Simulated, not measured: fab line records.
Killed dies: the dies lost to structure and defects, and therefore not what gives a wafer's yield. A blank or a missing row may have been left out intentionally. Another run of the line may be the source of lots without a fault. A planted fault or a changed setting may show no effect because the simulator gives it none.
A lot that was struck, set against a sound lot / flow nand_harc / 15 steps out of a route of 1302
Sound: wafers L930.2, L930.3, L930.6. Wafers struck: L936.1, L936.5, L936.6. Last of all comes the cause.
Order at every step that has rows: each side's tool, ch and its chambers, its first start. Under that, the readings that differ: sound wafers / struck wafers / difference of the means / sigmas: that difference in standard deviations of wafers without a fault.
alike: words and numbers the same on both sides, and readings whose means are apart by under 2 such deviations; not compared: readings that were withheld, readings missing a value for some wafer, numbers with overlapping values and no deviation given by the record, and bounds like >300 which may hide the same value.
Wherever a step has rows on one side only, a row that says differs or no value, or a row with sigmas, the two part there. Numbers that don't overlap but have no deviation are shown without sigmas and don't part them. Lack of a reading on every wafer of one side parts them only where that side has two or more wafers.

first, 5 steps without rows for these wafers: NHARC_P_BONDPAD_SOFTBAKE_04 (time 70 s); NHARC_P_BONDPAD_EBR_05; NHARC_P_BONDPAD_EXPOSE_06 (exposes mask P BPAD); NHARC_P_BONDPAD_PEB_07 (peb time 80 s); NHARC_P_BONDPAD_DEVELOP_08 (time 50 s).
NHARC_P_BONDPAD_CD_MEAS_09: target cd 500 nm.
  sound on cd_sem-02 ch 0, day 7 18:08; struck on cd_sem-02 ch 0, day 10 16:55
  alike: cd_nm
NHARC_P_BONDPAD_OVL_MEAS_38:
  sound: overlay-02 at day 7 18:13; struck: overlay-02 at day 10 17:01
reading=overlay_x_nm (nm); sound=17 17 16; struck=2 2 2; difference=-15; sigmas=-2
  alike: overlay_y_nm
then, 1 step without rows for these wafers: NHARC_P_BONDPAD_HARDBAKE_10 (time 65 s).
NHARC_P_BONDPAD_DESCUM_11: chemistry O2, time 3 s.
  sound on rie_diel-05 ch 0,2, day 7 18:20; struck on rie_diel-12 ch 0,1,3, day 10 17:09
  alike: drypump_motor_current_A, oes_product_au, rf_vpp_V, showerhead_plenum_p_Torr, throttle_valve_pct
  not compared: rf_hours_counter_h
NHARC_P_BONDPAD_ETCH_37: etches the open film in N2/H2, target depth 60 nm, overetch 18 nm, time 65.91 s.
  sound on rie_diel-05 ch 0,1,3, day 7 18:26; struck on rie_diel-12 ch 1,2,3, day 10 17:14
  alike: drypump_motor_current_A, oes_product_au, rf_vpp_V, showerhead_plenum_p_Torr, throttle_valve_pct
  not compared: rf_hours_counter_h
NHARC_P_BONDPAD_ETCH_12: etches the open film in CHF3/O2, target depth 200 nm, time 100 s.
  sound on rie_diel-05 ch 0,1; struck on rie_diel-12 ch 1,2,3
  alike: drypump_motor_current_A, oes_product_au, rf_vpp_V, showerhead_plenum_p_Torr, throttle_valve_pct
  not compared: rf_hours_counter_h
NHARC_P_BONDPAD_CD_MEAS_13:
  sound: cd_sem-02 at day 7 18:40; struck: cd_sem-02 at day 10 17:27
  alike: cd_nm
NHARC_P_BONDPAD_STRIP_15: strips in O2.
  sound on rie_diel-12 ch 0,2, day 7 18:44; struck on rie_diel-10 ch 2,3, day 10 17:31
  no value came back on the struck wafers for any of 7 readings (bias_w (W), chamber_pressure_mTorr (mTorr) and others); on the sound wafers bias_w (W) reads 0 0 0
  not compared: rf_hours_counter_h
NHARC_P_BONDPAD_ETCH_24: etches the open film in CF4/N2, target depth 30 nm, time 72.99 s.
  sound on rie_diel-12 ch 0,2,3, day 7 18:55; struck on rie_diel-10 ch 1,2,3, day 10 17:41
  alike: drypump_motor_current_A, oes_product_au, rf_vpp_V, showerhead_plenum_p_Torr, throttle_valve_pct
  not compared: rf_hours_counter_h
-- record jumps: 18 days between struck wafers' starts before vs after; left off in module P_BONDPAD, resumes in module END, first step shown is number 1302 of the route --
NHARC_END_SORT_01:
  sound on prober-01 ch 0, day 26 09:33; struck on prober-01 ch 0, day 28 06:44
reading=sort_rim_yield_pct (%); sound=92 92 96; struck=84 81 88; difference=-9; sigmas=-2
  alike: defect_limited_yield, killed_at_array, killed_at_other, killed_at_periphery, killed_dies, killed_open, killed_short, sort_bin_2_pct, sort_bin_3_pct, sort_bin_4_pct, sort_n_pass, sort_yield_pct

== WHERE THEY PART ==
Earliest at NHARC_P_BONDPAD_OVL_MEAS_38; latest, in this record, at NHARC_END_SORT_01.

WHY: what had been put in by the simulator
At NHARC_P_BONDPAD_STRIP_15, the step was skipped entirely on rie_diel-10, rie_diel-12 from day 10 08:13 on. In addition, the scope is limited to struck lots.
